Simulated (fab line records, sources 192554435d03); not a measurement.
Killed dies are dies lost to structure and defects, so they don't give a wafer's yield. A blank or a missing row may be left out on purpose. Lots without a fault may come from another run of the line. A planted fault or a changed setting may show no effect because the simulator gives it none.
fab line records | flow n5_finfet
record lots=24 wafers=72 last_day=18
route steps=1938 shown GATE_CUT@477 MOL_CONTACT_COAG@586
lots that met no fault: from a run of the same line without faults
start_h: hours from the record's first day to the start of the lot's first wafer shown | wait_h: hours since the lot's step before | " the same as in the row above | L1.1+2: a row that stands for several wafers | - no value, or no start given | * or withheld: withheld | < > ~ a bound
route shown NAME@n: a module of which the file shows steps, and the number in the route of the first | usual: mean/standard deviation of fault-free wafers | same: alike in all rows | chamber/n: place in a boat | sites: the reading at each site | _std_site: their standard deviation | _edge_site: outer sites' mean less inner sites' | radius_mm: how far each site lies from the wafer's centre | mask NAME#n: copy n | behind: the tool/chamber that last shaped the wafer | hold: why the lot was held/for how many hours/how that ended | device: the transistor (n, p or np) that didn't switch | end of line: the same wafers' tests at the end of the route | a step without rows: its recipe alone | killed: dies lost to structure and defects at the first sort, not the wafer's yield | map: a wafer's dies, x killed, . not, _ none there
set.NAME: the setting as run; set.NAME@STEP: as run at that earlier step | model.NAME: the simulator's own value behind a step, which no gauge read
steps of the route over a sample of lots; a table a step, a row a wafer
services: from which hour (start_h, from the record's first day; less than 0 if before it) a tool's chamber was out of use, for how many hours, and why
## steps
# step N5_GATE_CUT_HM_DEP_46
# recipe material=SiO2 target_thk_a=1300 temp_c=400 precursor=TEOS/O2 pressure_torr=6.5 rf_w=900 teos_flow_sccm=161.4 gas=O2 flow_sccm=2650 time_s=26.6
# usual heater_power_w=522/77 showerhead_plenum_p_Torr=8.35/0.035 susceptor_temp_C=399.97/0.24 throttle_valve_pct=19.3/1.3
# columns lot.wafer tool chamber start_h wait_h heater_power_w showerhead_plenum_p_Torr susceptor_temp_C throttle_valve_pct
L074.2 pecvd-04 2 83.94 0.0 456 8.30 400.05 18.6
L074.3 " 1 " " 479 8.31 399.99 18.1
L074.4 " 0 " " 598 8.35 400.11 18.1
L075.1 pecvd-04 0 90.03 0.0 590 8.34 399.85 17.8
L075.4 " 0 " " 606 8.32 399.98 17.7
L075.6 " 1 " " 565 8.31 400.41 18.0
L076.2 pecvd-04 1 93.49 0.0 574 8.34 400.32 18.1
L076.3 " 0 " " 555 8.30 400.58 17.9
L076.5 " 1 " " 573 8.33 399.87 18.2
L077.2 pecvd-04 2 100.73 0.0 459 8.30 399.99 18.4
L077.4 " 2 " " 451 8.31 399.66 18.3
L077.5 " 0 " " 674 8.33 399.74 18.0
L078.2 pecvd-01 1 106.85 0.0 566 8.38 400.37 20.5
L078.5 " 2 " " 502 8.37 399.62 21.1
L078.6 " 1 " " 565 8.38 400.14 20.7
L079.2 pecvd-02 0 115.75 0.0 530 8.36 400.16 20.7
L079.4 " 2 " " 446 8.32 399.73 18.9
L079.6 " 0 " " 534 8.36 399.65 20.7
L080.4 pecvd-04 1 124.18 0.1 569 8.33 399.95 18.0
L080.5 " 2 " " 446 8.28 400.14 18.5
L080.6 " 0 " " 601 8.36 400.17 17.8
L081.3 pecvd-01 1 128.38 0.1 459 8.38 400.12 20.6
L081.5 " 2 " " 514 8.37 399.89 21.2
L081.6 " 1 " " 463 8.40 400.02 20.7
L082.1 pecvd-01 0 131.43 0.0 611 8.39 399.65 18.3
L082.2 " 1 " " 451 8.39 399.89 20.4
L082.3 " 2 " " 434 8.38 399.87 20.8
L083.1 pecvd-01 1 137.07 0.0 515 8.37 399.72 20.6
L083.3 " 0 " " 605 8.41 400.15 18.0
L083.4 " 2 " " 416 8.37 400.16 21.1
L084.3 pecvd-04 2 145.28 0.1 420 8.28 399.80 18.6
L084.4 " 0 " " 655 8.31 400.23 18.2
L084.6 " 0 " " 651 8.33 400.15 18.0
L085.2 pecvd-04 1 148.37 0.0 537 8.31 400.23 18.1
L085.4 " 2 " " 390 8.29 400.26 18.9
L085.6 " 1 " " 536 8.31 400.00 18.1
L086.1 pecvd-02 0 156.30 0.0 472 8.35 400.00 21.0
L086.2 " 1 " " 572 8.40 399.77 18.7
L086.4 " 0 " " 486 8.39 400.00 20.8
L087.1 pecvd-01 0 162.25 0.0 682 8.40 400.17 18.2
L087.3 " 2 " " 425 8.37 399.91 20.9
L087.6 " 2 " " 432 8.37 399.39 21.2
L088.2 pecvd-01 2 167.69 0.0 464 8.39 399.39 21.5
L088.3 " 0 " " 667 8.42 400.02 18.4
L088.6 " 1 " " 544 8.37 399.75 20.7
L089.1 pecvd-04 1 174.20 0.0 485 8.32 399.63 18.1
L089.2 " 0 " " 608 8.31 400.32 17.9
L089.3 " 2 " " 463 8.30 399.79 19.0
L090.1 pecvd-02 2 176.99 0.0 530 8.34 400.29 18.9
L090.2 " 1 " " 550 8.37 400.03 18.4
L090.3 " 0 " " 493 8.36 400.14 20.7
L091.1 pecvd-04 1 183.92 0.0 453 8.33 400.05 17.9
L091.2 " 0 " " 662 8.35 399.76 18.2
L091.6 " 0 " " 669 8.35 399.97 18.2
L092.4 pecvd-02 2 188.12 0.1 515 8.34 400.10 18.7
L092.5 " 1 " " 540 8.38 400.02 18.6
L092.6 " 0 " " 440 8.38 399.77 20.9
L093.1 pecvd-01 0 196.42 0.0 644 8.38 400.24 18.3
L093.5 " 2 " " 518 8.37 399.79 21.3
L093.6 " 1 " " 531 8.38 400.29 20.6
L094.3 pecvd-01 2 209.80 0.1 459 8.40 399.94 21.3
L094.4 " 1 " " 583 8.37 400.38 20.7
L094.6 " 1 " " 571 8.38 399.74 20.7
L095.2 pecvd-01 1 210.20 0.0 558 8.40 399.95 20.7
L095.3 " 2 " " 437 8.37 399.70 21.0
L095.6 " 2 " " 450 8.39 399.65 21.1
L096.1 pecvd-02 2 216.88 0.0 577 8.33 399.83 18.9
L096.4 " 2 " " 414 8.36 399.61 18.6
L096.6 " 0 " " 474 8.38 400.01 20.8
L097.1 pecvd-04 2 223.89 0.0 449 8.32 400.11 19.2
L097.2 " 0 " " 650 8.33 400.04 17.9
L097.4 " 1 " " 505 8.31 400.47 18.1
# step N5_MOL_CONTACT_COAG_VIA_ETCH_46
# recipe chemistry=C4F6/O2 target_depth_a=460 overetch_a=92 mask_material=SOC target=SiO2 bias_w=455 pressure_mtorr=10 time_s=40 source_w=325 Ar_flow_sccm=300 C4F6_flow_sccm=10 O2_flow_sccm=10 ion_energy_ev=575.3 ends=end_point
# usual bias_w=455.2/1.4 drypump_motor_current_A=5.5/0.47 oes_product_au=0.73/0.085 rf_vpp_V=1606/28 showerhead_plenum_p_Torr=2.83/0.095 throttle_valve_pct=40.8/0.55
# columns lot.wafer tool chamber start_h wait_h bias_w drypump_motor_current_A oes_product_au rf_hours_counter_h rf_vpp_V showerhead_plenum_p_Torr throttle_valve_pct
L074.2 rie_diel-03 0 100.02 0.0 454.2 6.1 0.83 6 1630 2.79 41.1
L074.3 " 3 " " 454.7 5.2 0.68 116 1574 2.98 40.5
L074.4 " 2 " " 456.4 5.8 0.66 190 1656 2.81 40.2
L075.1 rie_diel-02 1 107.72 0.0 456.1 6.4 0.62 230 1586 2.79 40.0
L075.4 " 3 " " 457.2 5.3 0.89 2 1625 3.03 41.1
L075.6 " 2 " " 455.5 5.1 0.78 - 1569 2.77 40.4
L076.2 rie_diel-03 2 111.95 0.0 455.8 5.9 0.65 194 1657 2.81 40.2
L076.3 " 3 " " 454.3 5.2 0.68 120 1574 2.97 40.5
L076.5 " 0 " " 456.0 6.1 0.83 - 1629 2.79 41.1
L077.2 rie_diel-03 0 115.52 0.0 456.1 6.1 0.82 10 1628 2.79 41.1
L077.4 " 1 " " 455.9 5.3 0.76 53 1629 2.77 40.4
L077.5 " 3 " " 454.5 5.2 0.69 - 1574 2.97 40.6
L078.2 rie_diel-03 0 122.08 0.0 455.4 6.1 0.81 13 1628 2.79 41.1
L078.5 " 1 " " 455.1 5.3 0.76 - 1629 2.77 40.4
L078.6 " 2 " " 455.0 5.8 0.64 - 1658 2.81 40.2
L079.2 rie_diel-04 3 130.82 0.0 453.9 6.2 0.62 245 1590 2.79 40.7
L079.4 " 1 " " 455.1 6.0 0.68 177 1628 2.95 41.8
L079.6 " 2 " " 454.3 5.1 0.63 - 1586 2.79 40.6
L080.4 rie_diel-03 2 139.22 0.0 456.4 5.9 0.64 - 1656 2.80 40.2
L080.5 " 0 " " 454.6 6.1 0.81 - 1629 2.78 41.2
L080.6 " 3 " " 456.3 5.2 0.69 - 1575 2.97 40.5
L081.3 rie_diel-03 3 144.44 0.0 454.5 5.1 0.69 132 1574 2.97 40.5
L081.5 " 1 " " 456.2 5.3 0.76 - 1627 2.76 40.4
L081.6 " 2 " " 454.8 5.9 0.65 - 1656 2.80 40.2
L082.1 rie_diel-02 3 145.69 0.0 456.5 5.3 0.82 16 1624 3.02 41.1
L082.2 " 1 " " 453.5 6.5 0.62 242 1586 2.79 40.0
L082.3 " 2 " " 455.2 5.1 0.77 46 1569 2.77 40.4
L083.1 rie_diel-02 3 154.06 0.0 454.6 5.3 0.83 19 1622 3.02 41.1
L083.3 " 2 " " 456.1 5.2 0.75 49 1569 2.76 40.4
L083.4 " 1 " " 456.2 6.4 0.62 245 1586 2.78 40.0
L084.3 rie_diel-02 2 161.21 0.0 456.7 5.2 0.76 52 1568 2.76 40.4
L084.4 " 3 " " 453.9 5.3 0.82 22 1622 3.02 41.1
L084.6 " 3 " " 452.9 5.3 0.83 - 1622 3.02 41.1
L085.2 rie_diel-04 1 164.07 0.0 453.0 6.0 0.65 190 1628 2.94 41.8
L085.4 " 0 " " 453.2 5.0 0.61 - 1609 2.78 40.7
L085.6 " 1 " " 455.9 6.0 0.65 - 1627 2.94 41.8
L086.1 rie_diel-03 2 175.24 0.0 456.0 5.9 0.63 220 1655 2.80 40.2
L086.2 " 1 " " 455.7 5.3 0.75 72 1628 2.76 40.5
L086.4 " 2 " " 455.2 5.8 0.64 - 1656 2.80 40.3
L087.1 rie_diel-02 3 178.95 0.0 453.1 5.3 0.80 30 1622 3.01 41.1
L087.3 " 0 " " 454.8 5.1 0.63 219 1585 2.71 41.6
L087.6 " 2 " " 455.3 5.1 0.75 - 1569 2.76 40.4
L088.2 rie_diel-04 1 183.34 0.0 455.7 6.0 0.65 199 1627 2.94 41.8
L088.3 " 2 " " 454.8 5.0 0.84 9 1585 2.78 40.7
L088.6 " 3 " " 455.0 6.2 0.86 - 1589 2.78 40.2
L089.1 rie_diel-04 2 191.96 0.0 453.5 5.1 0.82 12 1586 2.78 40.7
L089.2 " 1 " " 454.0 6.0 0.64 202 1629 2.94 41.8
L089.3 " 2 " " 455.7 5.1 0.82 - 1583 2.78 40.7
L090.1 rie_diel-04 1 197.39 0.0 452.5 6.0 0.64 205 1627 2.94 41.8
L090.2 " 3 " " 455.4 6.2 0.82 6 1589 2.78 40.2
L090.3 " 2 " " 455.9 5.1 0.81 15 1586 2.78 40.7
L091.1 rie_diel-04 1 200.32 0.0 456.4 6.0 0.65 207 1629 2.93 41.8
L091.2 " 2 " " 454.6 5.1 0.81 17 1585 2.78 40.7
L091.6 " 2 " " 454.0 5.1 0.83 - 1586 2.78 40.7
L092.4 rie_diel-02 3 203.38 0.0 458.3 5.3 0.80 39 1622 3.01 41.1
L092.5 " 0 " " 457.3 5.1 0.64 - 1584 2.70 41.6
L092.6 " 1 " " 452.7 6.4 0.84 - 1585 2.78 40.1
L093.1 rie_diel-04 3 209.84 0.0 455.9 6.2 0.80 13 1588 2.78 40.2
L093.5 " 0 " " 458.1 5.0 0.86 - 1607 2.77 40.6
L093.6 " 1 " " 456.2 6.0 0.65 - 1628 2.93 41.8
L094.3 rie_diel-04 3 226.83 0.0 453.3 6.2 0.80 18 1588 2.77 40.2
L094.4 " 1 " " 455.6 6.0 0.64 218 1627 2.93 41.8
L094.6 " 2 " " 455.1 5.1 0.80 - 1584 2.78 40.7
L095.2 rie_diel-02 2 226.94 0.0 454.0 5.1 0.73 78 1569 2.75 40.4
L095.3 " 1 " " 456.5 6.4 0.82 16 1584 2.78 40.1
L095.6 " 3 " " 458.4 5.3 0.78 - 1619 3.01 41.1
L096.1 rie_diel-03 0 233.95 0.0 456.9 6.1 0.76 43 1629 2.77 41.2
L096.4 " 2 " " 452.7 5.9 0.62 245 1654 2.79 40.3
L096.6 " 3 " " 454.5 5.2 0.65 - 1573 2.95 40.6
L097.1 rie_diel-03 2 238.83 0.0 456.0 5.9 0.62 246 1654 2.79 40.3
L097.2 " 0 " " 454.4 6.1 0.77 45 1627 2.77 41.2
L097.4 " 1 " " 455.0 5.3 0.72 94 1627 2.75 40.4
# step N5_MOL_CONTACT_COAG_STRIP_119
# recipe chemistry=N2/H2 time_s=30 power_w=1000 temp_c=250 pressure_mtorr=withheld n2_flow_sccm=1750 h2_flow_sccm=3250
# usual drypump_motor_current_A=5.5/0.33 h2_flow_sccm=3248/8.8 heater_power_w=374/19
# columns lot.wafer tool chamber start_h wait_h drypump_motor_current_A h2_flow_sccm heater_power_w rf_hours_counter_h
L074.2 plasma_asher-02 0 100.20 0.1 5.7 3240 379 43
L074.3 " 0 " " 5.6 3256 386 -
L074.4 " 1 " " 5.4 3250 368 -
L075.1 plasma_asher-01 1 107.91 0.1 6.1 3243 406 88
L075.4 " 1 " " 6.1 3251 405 -
L075.6 " 0 " " 5.1 3241 357 -
L076.2 plasma_asher-02 1 112.14 0.1 5.4 3243 358 45
L076.3 " 1 " " 5.4 3242 362 -
L076.5 " 1 " " 5.4 3248 362 -
L077.2 plasma_asher-02 0 115.71 0.1 5.7 3247 382 45
L077.4 " 1 " " 5.4 3239 370 -
L077.5 " 1 " " 5.4 3247 367 -
L078.2 plasma_asher-02 0 122.26 0.1 5.6 3234 387 47
L078.5 " 0 " " 5.6 3242 385 -
L078.6 " 1 " " 5.4 3237 354 -
L079.2 plasma_asher-02 1 131.01 0.1 5.4 3251 365 49
L079.4 " 1 " " 5.4 3248 360 -
L079.6 " 1 " " 5.4 3241 360 -
L080.4 plasma_asher-01 0 139.39 0.0 5.1 3250 354 -
L080.5 " 0 " " 5.1 3244 351 -
L080.6 " 1 " " 6.1 3256 413 -
L081.3 plasma_asher-01 1 144.64 0.1 6.2 3237 406 -
L081.5 " 0 " " 5.1 3261 361 -
L081.6 " 1 " " 6.1 3239 405 -
L082.1 plasma_asher-02 1 145.88 0.1 5.4 3233 356 51
L082.2 " 0 " " 5.7 3242 384 51
L082.3 " 1 " " 5.4 3240 362 -
L083.1 plasma_asher-01 1 154.25 0.1 6.1 3231 410 97
L083.3 " 1 " " 6.1 3264 405 -
L083.4 " 0 " " 5.1 3259 360 -
L084.3 plasma_asher-02 0 161.42 0.1 5.7 3262 387 -
L084.4 " 1 " " 5.4 3245 357 -
L084.6 " 0 " " 5.7 3258 367 -
L085.2 plasma_asher-02 0 164.26 0.1 5.6 3241 378 56
L085.4 " 0 " " 5.6 3245 378 -
L085.6 " 0 " " 5.7 3242 379 -
L086.1 plasma_asher-02 1 175.42 0.1 5.4 3273 362 57
L086.2 " 0 " " 5.7 3231 374 57
L086.4 " 0 " " 5.6 3240 372 -
L087.1 plasma_asher-02 1 179.43 0.3 5.4 3247 358 58
L087.3 " 0 " " 5.7 3261 381 -
L087.6 " 0 " " 5.6 3263 376 -
L088.2 plasma_asher-02 1 183.69 0.2 5.4 3266 360 60
L088.3 " 1 " " 5.4 3250 361 -
L088.6 " 1 " " 5.4 3252 351 -
L089.1 plasma_asher-01 1 192.23 0.1 6.1 3247 415 105
L089.2 " 0 " " 5.1 3233 361 105
L089.3 " 0 " " 5.1 3265 352 -
L090.1 plasma_asher-01 0 197.58 0.1 5.1 3240 361 106
L090.2 " 1 " " 6.1 3249 422 106
L090.3 " 0 " " 5.1 3249 362 -
L091.1 plasma_asher-02 1 200.51 0.1 5.4 3244 364 62
L091.2 " 0 " " 5.6 3238 385 62
L091.6 " 0 " " 5.6 3249 377 -
L092.4 plasma_asher-02 1 203.58 0.1 5.4 3247 346 -
L092.5 " 1 " " 5.4 3254 343 -
L092.6 " 0 " " 5.6 3243 381 -
L093.1 plasma_asher-02 1 210.03 0.1 5.4 3245 361 64
L093.5 " 1 " " 5.4 3234 372 -
L093.6 " 0 " " 5.7 3263 378 -
L094.3 plasma_asher-02 0 227.04 0.1 5.6 3251 378 -
L094.4 " 1 " " 5.4 3260 355 -
L094.6 " 0 " " 5.6 3259 382 -
L095.2 plasma_asher-01 1 227.13 0.1 6.1 3263 410 111
L095.3 " 0 " " 5.1 3249 360 -
L095.6 " 0 " " 5.1 3257 356 -
L096.1 plasma_asher-01 0 234.14 0.1 5.1 3255 361 114
L096.4 " 1 " " 6.1 3261 410 -
L096.6 " 0 " " 5.1 3236 364 -
L097.1 plasma_asher-02 1 239.01 0.1 5.4 3247 364 70
L097.2 " 0 " " 5.6 3261 378 70
L097.4 " 0 " " 5.6 3252 380 -
# step N5_MOL_CONTACT_COAG_CD_MEAS_137
# recipe target_cd_nm=16
# usual cd_nm=15.8/0.34
# columns lot.wafer tool chamber start_h wait_h cd_nm
L074.2 cd_sem-01 - 100.35 0.0 16.1
L074.3 " - " " 15.8
L074.4 " - " " 16.5
L075.1 cd_sem-01 - 108.06 0.0 15.9
L075.4 " - " " 15.7
L075.6 " - " " 16.3
L076.2 cd_sem-02 - 112.29 0.0 15.7
L076.3 " - " " 16.1
L076.5 " - " " 15.8
L077.2 cd_sem-02 - 115.86 0.0 15.4
L077.4 " - " " 16.0
L077.5 " - " " 15.4
L078.2 cd_sem-01 - 122.43 0.0 15.9
L078.5 " - " " 15.7
L078.6 " - " " 15.3
L079.2 cd_sem-02 - 131.16 0.0 15.3
L079.4 " - " " 16.3
L079.6 " - " " 15.8
L080.4 cd_sem-02 - 139.52 0.0 15.9
L080.5 " - " " 15.8
L080.6 " - " " 15.8
L081.3 cd_sem-02 - 144.78 0.0 15.7
L081.5 " - " " 15.5
L081.6 " - " " 15.5
L082.1 cd_sem-03 - 146.03 0.0 15.8
L082.2 " - " " 16.1
L082.3 " - " " 16.0
L083.1 cd_sem-03 - 154.40 0.0 15.9
L083.3 " - " " 15.5
L083.4 " - " " 15.5
L084.3 cd_sem-02 - 161.55 0.0 16.0
L084.4 " - " " 15.7
L084.6 " - " " 15.4
L085.2 cd_sem-01 - 164.42 0.0 16.0
L085.4 " - " " 15.8
L085.6 " - " " 16.0
L086.1 cd_sem-01 - 175.58 0.0 15.3
L086.2 " - " " 15.8
L086.4 " - " " 15.4
L087.1 cd_sem-02 - 179.58 0.0 15.5
L087.3 " - " " 15.7
L087.6 " - " " 16.1
L088.2 cd_sem-02 - 183.84 0.0 16.4
L088.3 " - " " 16.5
L088.6 " - " " 16.1
L089.1 cd_sem-01 - 192.38 0.0 15.8
L089.2 " - " " 16.4
L089.3 " - " " 15.9
L090.1 cd_sem-03 - 197.73 0.0 16.1
L090.2 " - " " 15.5
L090.3 " - " " 15.8
L091.1 cd_sem-01 - 200.66 0.0 16.3
L091.2 " - " " 15.4
L091.6 " - " " 15.8
L092.4 cd_sem-02 - 203.72 0.0 15.6
L092.5 " - " " 15.8
L092.6 " - " " 16.5
L093.1 cd_sem-01 - 210.18 0.0 16.1
L093.5 " - " " 16.4
L093.6 " - " " 16.2
L094.3 cd_sem-01 - 227.17 0.0 15.5
L094.4 " - " " 16.4
L094.6 " - " " 15.7
L095.2 cd_sem-03 - 227.28 0.0 15.7
L095.3 " - " " 16.3
L095.6 " - " " 15.7
L096.1 cd_sem-01 - 234.30 0.0 16.6
L096.4 " - " " 16.3
L096.6 " - " " 15.6
L097.1 cd_sem-03 - 239.16 0.0 15.7
L097.2 " - " " 15.9
L097.4 " - " " 15.5
# step N5_MOL_CONTACT_COAG_CD_MEAS_40
# recipe target_cd_nm=25.1 landing_energy_ev=500 detector=se_inlens polarity=opening
# usual cd_nm=25.03/0.24
# columns lot.wafer tool chamber start_h wait_h cd_nm
L074.2 cd_sem-02 0 100.67 - 24.73
L074.3 " 0 " " 24.82
L074.4 " 0 " " 24.65
L075.1 cd_sem-02 0 108.38 - 25.35
L075.4 " 0 " " 25.20
L075.6 " 0 " " 25.06
L076.2 cd_sem-01 0 112.74 - 24.88
L076.3 " 0 " " 25.03
L076.5 " 0 " " 24.77
L077.2 cd_sem-03 0 116.30 - 24.57
L077.4 " 0 " " 24.97
L077.5 " 0 " " 24.52
L078.2 cd_sem-02 0 122.87 - 25.30
L078.5 " 0 " " 24.90
L078.6 " 0 " " 25.38
L079.2 cd_sem-01 0 131.61 - 25.48
L079.4 " 0 " " 25.15
L079.6 " 0 " " 25.27
L080.4 cd_sem-02 0 139.97 - 25.32
L080.5 " 0 " " 25.31
L080.6 " 0 " " 25.00
L081.3 cd_sem-02 0 145.10 - 25.25
L081.5 " 0 " " 25.29
L081.6 " 0 " " 24.92
L082.1 cd_sem-02 0 146.35 - 24.99
L082.2 " 0 " " 24.80
L082.3 " 0 " " 25.02
L083.1 cd_sem-01 0 154.85 - 25.28
L083.3 " 0 " " 25.12
L083.4 " 0 " " 24.99
L084.3 cd_sem-01 0 161.87 - 25.62
L084.4 " 0 " " 25.16
L084.6 " 0 " " 25.28
L085.2 cd_sem-03 0 164.74 - 25.14
L085.4 " 0 " " 25.25
L085.6 " 0 " " 25.54
L086.1 cd_sem-02 0 176.02 - 25.10
L086.2 " 0 " " 25.01
L086.4 " 0 " " 25.05
L087.1 cd_sem-02 0 180.02 - 25.46
L087.3 " 0 " " 25.13
L087.6 " 0 " " 25.11
L088.2 cd_sem-01 0 184.15 - 24.80
L088.3 " 0 " " 25.24
L088.6 " 0 " " 24.83
L089.1 cd_sem-03 0 192.69 - 25.02
L089.2 " 0 " " 24.93
L089.3 " 0 " " 24.98
L090.1 cd_sem-03 0 198.17 - 24.64
L090.2 " 0 " " 24.91
L090.3 " 0 " " 24.68
L091.1 cd_sem-03 0 200.98 - 24.86
L091.2 " 0 " " 24.83
L091.6 " 0 " " 24.72
L092.4 cd_sem-02 0 204.03 - 24.89
L092.5 " 0 " " 24.96
L092.6 " 0 " " 25.09
L093.1 cd_sem-01 0 210.62 - 24.84
L093.5 " 0 " " 25.21
L093.6 " 0 " " 24.71
L094.3 cd_sem-01 0 227.61 - 25.05
L094.4 " 0 " " 25.35
L094.6 " 0 " " 24.83
L095.2 cd_sem-03 0 227.67 - 25.33
L095.3 " 0 " " 25.08
L095.6 " 0 " " 24.98
L096.1 cd_sem-01 0 234.74 - 25.09
L096.4 " 0 " " 25.18
L096.6 " 0 " " 25.08
L097.1 cd_sem-03 0 239.60 - 25.09
L097.2 " 0 " " 25.13
L097.4 " 0 " " 24.94
# step N5_MOL_CONTACT_COAG_DESCUM_45
# recipe chemistry=O2 time_s=7 source_power_w=50 bias_power_w=20 pressure_mtorr=20 rf_frequency_hz=2.712e+07 temp_c=40 resist=CAR-EUV o2_flow_sccm=225
# usual drypump_motor_current_A=5.6/0.5 oes_product_au=0.79/0.1 rf_vpp_V=243.1/1.2 showerhead_plenum_p_Torr=2.08/0.06 throttle_valve_pct=20.45/0.25
# columns lot.wafer tool chamber start_h wait_h drypump_motor_current_A oes_product_au rf_hours_counter_h rf_vpp_V showerhead_plenum_p_Torr throttle_valve_pct
L074.2 rie_diel-03 2 100.79 0.0 5.9 0.73 190 243.2 2.09 20.46
L074.3 " 0 " " 6.1 0.96 6 243.3 2.07 20.69
L074.4 " 3 " " 5.2 0.77 116 243.7 2.17 20.22
L075.1 rie_diel-04 2 108.50 0.0 5.1 0.72 238 243.9 2.07 20.60
L075.4 " 3 " " 6.2 0.70 236 243.0 2.07 20.50
L075.6 " 3 " " 6.2 0.70 - 244.1 2.07 20.49
L076.2 rie_diel-02 1 113.26 0.4 6.4 0.70 232 243.3 2.06 20.14
L076.3 " 3 " " 5.3 1.00 3 243.9 2.24 20.25
L076.5 " 0 " " 5.1 0.71 - 241.7 1.98 20.81
L077.2 rie_diel-04 0 116.80 0.4 4.9 0.71 233 240.7 2.05 20.50
L077.4 " 2 " " 5.1 0.71 242 243.6 2.07 20.62
L077.5 " 1 " " 6.0 0.76 - 244.2 2.17 20.79
L078.2 rie_diel-02 2 123.05 0.1 5.1 0.88 38 242.9 2.05 20.28
L078.5 " 3 " " 5.3 0.98 - 244.8 2.24 20.27
L078.6 " 0 " " 5.1 0.72 - 241.1 1.98 20.79
L079.2 rie_diel-02 1 131.73 0.0 6.4 0.69 238 243.3 2.06 20.12
L079.4 " 2 " " 5.2 0.88 41 243.4 2.05 20.29
L079.6 " 0 " " 5.1 0.71 - 240.6 1.98 20.81
L080.4 rie_diel-02 1 140.08 0.0 6.4 0.68 241 241.6 2.06 20.12
L080.5 " 1 " " 6.4 0.69 - 242.2 2.06 20.14
L080.6 " 0 " " 5.1 0.71 - 243.0 1.98 20.81
L081.3 rie_diel-02 2 145.22 0.0 5.2 0.87 46 242.5 2.05 20.29
L081.5 " 2 " " 5.1 0.87 - 242.0 2.05 20.29
L081.6 " 1 " " 6.4 0.68 - 243.5 2.06 20.11
L082.1 rie_diel-04 3 146.80 0.4 6.2 0.68 251 242.1 2.06 20.51
L082.2 " 0 " " 5.0 0.68 245 243.9 2.04 20.52
L082.3 " 1 " " 6.0 0.74 183 242.8 2.17 20.80
L083.1 rie_diel-03 3 154.97 0.0 5.1 0.74 136 245.1 2.16 20.27
L083.3 " 1 " " 5.3 0.83 62 242.9 2.06 20.25
L083.4 " 0 " " 6.1 0.90 25 242.4 2.06 20.71
L084.3 rie_diel-04 3 162.11 0.2 6.2 0.69 257 242.0 2.06 20.53
L084.4 " 1 " " 6.0 0.74 - 244.5 2.17 20.80
L084.6 " 3 " " 6.2 0.69 - 242.4 2.06 20.53
L085.2 rie_diel-03 1 164.86 0.0 5.3 0.84 67 241.9 2.06 20.27
L085.4 " 2 " " 5.8 0.71 - 244.2 2.08 20.49
L085.6 " 3 " " 5.2 0.75 - 244.0 2.16 20.26
L086.1 rie_diel-04 1 176.16 0.1 6.0 0.73 196 244.1 2.16 20.81
L086.2 " 2 " " 5.1 0.97 6 242.7 2.07 20.30
L086.4 " 2 " " 5.1 0.97 - 242.4 2.07 20.29
L087.1 rie_diel-04 2 180.14 0.0 5.1 0.96 7 242.6 2.07 20.30
L087.3 " 1 " " 6.0 0.74 198 243.3 2.16 20.84
L087.6 " 1 " " 6.0 0.74 - 244.8 2.16 20.83
L088.2 rie_diel-04 3 184.32 0.1 6.2 0.95 3 243.3 2.06 20.08
L088.3 " 1 " " 6.0 0.74 199 245.0 2.16 20.85
L088.6 " 3 " " 6.2 0.95 - 242.9 2.06 20.08
L089.1 rie_diel-03 1 193.22 0.4 5.3 0.81 80 242.7 2.05 20.27
L089.2 " 2 " " 5.8 0.69 229 242.7 2.08 20.52
L089.3 " 3 " " 5.2 0.73 154 244.1 2.16 20.29
L090.1 rie_diel-03 0 198.43 0.2 6.1 0.89 30 242.6 2.06 20.75
L090.2 " 2 " " 5.9 0.69 231 243.7 2.08 20.52
L090.3 " 3 " " 5.2 0.73 156 243.2 2.16 20.30
L091.1 rie_diel-04 2 201.12 0.1 5.1 0.93 17 242.9 2.06 20.32
L091.2 " 3 " " 6.1 0.93 8 243.5 2.06 20.09
L091.6 " 3 " " 6.1 0.93 - 241.7 2.06 20.09
L092.4 rie_diel-03 3 204.15 0.0 5.2 0.73 158 243.5 2.16 20.30
L092.5 " 1 " " 5.3 0.80 - 241.9 2.05 20.29
L092.6 " 0 " " 6.1 0.89 - 243.8 2.06 20.72
L093.1 rie_diel-04 3 210.74 0.0 6.2 0.91 13 242.1 2.05 20.11
L093.5 " 0 " " 4.9 0.97 - 242.1 2.04 20.18
L093.6 " 3 " " 6.2 0.90 - 243.9 2.05 20.10
L094.3 rie_diel-03 1 227.84 0.1 5.3 0.80 91 241.5 2.05 20.31
L094.4 " 2 " " 5.8 0.68 243 243.8 2.07 20.54
L094.6 " 3 " " 5.2 0.73 - 245.0 2.15 20.31
L095.2 rie_diel-03 0 228.02 0.3 6.1 0.88 41 241.6 2.05 20.74
L095.3 " 2 " " 5.9 0.69 243 241.8 2.07 20.53
L095.6 " 1 " " 5.3 0.80 - 241.0 2.05 20.30
L096.1 rie_diel-04 2 234.86 0.0 5.1 0.90 32 244.2 2.06 20.36
L096.4 " 3 " " 6.2 0.90 22 244.1 2.05 20.11
L096.6 " 2 " " 5.1 0.91 - 243.6 2.06 20.34
L097.1 rie_diel-04 1 239.73 0.0 6.0 0.71 224 244.2 2.15 20.88
L097.2 " 3 " " 6.2 0.89 23 241.4 2.05 20.11
L097.4 " 0 " " 5.0 0.93 12 242.8 2.03 20.19
## services
# columns tool chamber start_h hours kind
rie_diel-03 0 63.04 1.6 repair
plasma_asher-02 - 63.86 1.7 repair
pecvd-02 - 64.22 5.5 pm
pecvd-04 - 73.03 0.2 repair
plasma_asher-02 - 78.70 2.8 pm
plasma_asher-01 - 85.79 3.2 repair
pecvd-01 0 98.32 30.1 repair
pecvd-02 1 105.49 26.6 repair
pecvd-02 2 120.62 4.6 repair
pecvd-04 - 127.46 1.1 repair
rie_diel-03 1 129.58 13.2 repair
rie_diel-04 2 139.87 - clean
rie_diel-04 2 139.87 - consumable_replace:focus_ring
rie_diel-04 2 139.87 23.9 scheduled_down
rie_diel-04 2 139.87 23.9 vent_cycle
pecvd-04 1 141.84 5.4 repair
pecvd-04 0 176.00 2.2 repair
plasma_asher-01 - 178.73 7.2 repair
pecvd-01 - 180.37 0.9 repair
pecvd-01 2 190.80 4.7 repair
rie_diel-03 1 204.96 8.0 repair
pecvd-01 0 207.72 6.4 repair
rie_diel-03 0 222.41 3.9 repair
pecvd-02 - 233.00 0.7 repair
## key
fault none
